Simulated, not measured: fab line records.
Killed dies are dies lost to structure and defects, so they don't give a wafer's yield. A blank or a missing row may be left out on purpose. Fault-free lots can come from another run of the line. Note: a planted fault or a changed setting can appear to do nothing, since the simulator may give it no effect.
Which tool did it? + flow nand-harc + 13 lots, 39 wafers sampled, at 4 steps of a route of 1159

## WHAT THE GAUGES SHOWED, per wafer
NHARC_A_M1_CD_MEAS_09: the cd target is 120 nm.
| lot  | measured     | on        | cd-nm (nm)        |
|------|--------------|-----------|-------------------|
| L885 | day 17 22:53 | cd-sem-01 | 119.9 120.1 119.6 |
| L886 | day 18 06:04 | cd-sem-01 | 120.4 121.2 119.9 |
| L887 | day 18 10:26 | cd-sem-01 | 120.2 120.5 120.0 |
| L892 | day 18 21:17 | cd-sem-03 | 119.2 120.8 119.6 |
| L888 | day 18 22:15 | cd-sem-03 | 120.1 121.6 120.2 |
| L891 | day 19 06:59 | cd-sem-02 | 119.0 119.5 119.3 |
| L889 | day 19 07:49 | cd-sem-03 | 121.2 120.6 120.7 |
| L897 | day 20 07:25 | cd-sem-01 | 119.4 120.7 120.8 |
| L904 | day 22 16:25 | cd-sem-01 | 120.6 121.4 119.5 |
| L902 | day 22 17:32 | cd-sem-01 | 122.8 120.6 122.3 |
| L905 | day 22 20:55 | cd-sem-01 | 119.3 120.1 119.5 |
| L907 | day 23 11:43 | cd-sem-01 | 121.0 119.2 120.0 |
| L908 | day 23 19:22 | cd-sem-02 | 120.5 120.1 120.1 |

NHARC_A_M1_OVL_MEAS_10: pitch 240 nm.
| lot  | measured     | on         | overlay-x-nm (nm) | overlay-y-nm (nm) |
|------|--------------|------------|-------------------|-------------------|
| L885 | day 17 22:58 | overlay-01 | 0.0 0.6 -0.2      | -0.8 -0.9 -1.4    |
| L886 | day 18 06:10 | overlay-01 | -0.5 -1.0 -1.0    | -0.5 -0.3 -0.5    |
| L887 | day 18 10:32 | overlay-01 | -0.5 -0.2 -0.6    | 1.2 0.7 1.7       |
| L892 | day 18 21:22 | overlay-02 | -1.3 -1.1 -1.4    | -0.8 -1.0 -0.4    |
| L888 | day 18 22:20 | overlay-01 | 1.1 1.0 1.2       | 0.8 0.4 0.6       |
| L891 | day 19 07:05 | overlay-02 | -0.5 0.2 0.0      | 1.0 0.4 0.5       |
| L889 | day 19 07:54 | overlay-02 | 0.0 0.0 -0.3      | -0.4 -0.2 0.5     |
| L897 | day 20 07:30 | overlay-01 | -1.3 -0.6 -0.9    | 0.1 -0.1 0.8      |
| L904 | day 22 16:31 | overlay-01 | -0.1 0.0 0.4      | -1.1 -1.0 -1.3    |
| L902 | day 22 17:37 | overlay-02 | 1.8 1.5 1.1       | 0.0 -0.5 0.2      |
| L905 | day 22 20:59 | overlay-01 | -1.1 -0.3 -0.8    | 0.1 0.0 0.3       |
| L907 | day 23 11:47 | overlay-01 | -0.3 -0.4 0.0     | 0.0 -1.2 -0.1     |
| L908 | day 23 19:28 | overlay-02 | 0.5 0.2 0.6       | 0.2 0.1 0.1       |

NHARC_A_M1_INSPECT_11.
| lot  | measured     | on                | raw-defect-count |
|------|--------------|-------------------|------------------|
| L885 | day 17 23:01 | defect-inspect-02 | 12 15 16         |
| L886 | day 18 06:11 | defect-inspect-01 | 39 41 42         |
| L887 | day 18 10:35 | defect-inspect-01 | 21 23 24         |
| L892 | day 18 21:25 | defect-inspect-02 | 18 30 31         |
| L888 | day 18 22:23 | defect-inspect-01 | 30 37 29         |
| L891 | day 19 07:07 | defect-inspect-02 | 26 36 24         |
| L889 | day 19 07:56 | defect-inspect-01 | 26 25 29         |
| L897 | day 20 07:32 | defect-inspect-02 | 47 61 40         |
| L904 | day 22 16:33 | defect-inspect-02 | 48 47 39         |
| L902 | day 22 17:39 | defect-inspect-02 | 13 16 6          |
| L905 | day 22 21:02 | defect-inspect-02 | 44 38 40         |
| L907 | day 23 11:50 | defect-inspect-02 | 21 17 25         |
| L908 | day 23 19:29 | defect-inspect-02 | 43 58 58         |

## WHICH TOOL RAN EACH LOT (tool, then ch and the chambers of the sampled wafers, then the start)
| lot  | NHARC_A_M1_PEB_07                 |
|------|-----------------------------------|
| L885 | litho-track-06 ch 0, day 17 22:49 |
| L886 | litho-track-04 ch 0, day 18 05:59 |
| L887 | litho-track-06 ch 0, day 18 10:22 |
| L892 | litho-track-04 ch 0, day 18 21:12 |
| L888 | litho-track-01 ch 0, day 18 22:10 |
| L891 | litho-track-06 ch 0, day 19 06:55 |
| L889 | litho-track-04 ch 0, day 19 07:44 |
| L897 | litho-track-04 ch 0, day 20 07:20 |
| L904 | litho-track-04 ch 0, day 22 16:20 |
| L902 | litho-track-01 ch 0, day 22 17:27 |
| L905 | litho-track-06 ch 0, day 22 20:49 |
| L907 | litho-track-04 ch 0, day 23 11:38 |
| L908 | litho-track-04 ch 0, day 23 19:17 |
- NHARC_A_M1_PEB_07: peb time 65 s.

## WHAT THE TOOLS THEMSELVES READ (means of the sampled wafers that have a number; where no wafer has one, the mark that the record gives instead)
The record holds no such reading with a usual standard deviation.

## THE ANSWER, worked out from the rows above alone
Rule: the usual values come from the lots themselves. The widest of any qualifying gaps counts: lots, ordered by their means at a reading, are off when they make up no more than a third of the lots, leave a main group of 4 or more, and stand apart from it by 3 or more times the standard deviation of that group's means. Not used: any main group whose means are identical at the precision the tables above print for the reading. Also off: a lot with no number at a reading for which 4 or more lots have one. All remaining lots with rows at the step are treated as sound. Order of review: gauges by route order, followed by the tools' own readings, for which a lot's mean as printed above is used. The first step at which some lot is off is used, and at that step the reading that is off furthest; a lot without a number counts as furthest.
None of the lots is off at any reading shown; this tells nothing.

## WHAT HAD BEEN PUT IN BY THE SIMULATOR
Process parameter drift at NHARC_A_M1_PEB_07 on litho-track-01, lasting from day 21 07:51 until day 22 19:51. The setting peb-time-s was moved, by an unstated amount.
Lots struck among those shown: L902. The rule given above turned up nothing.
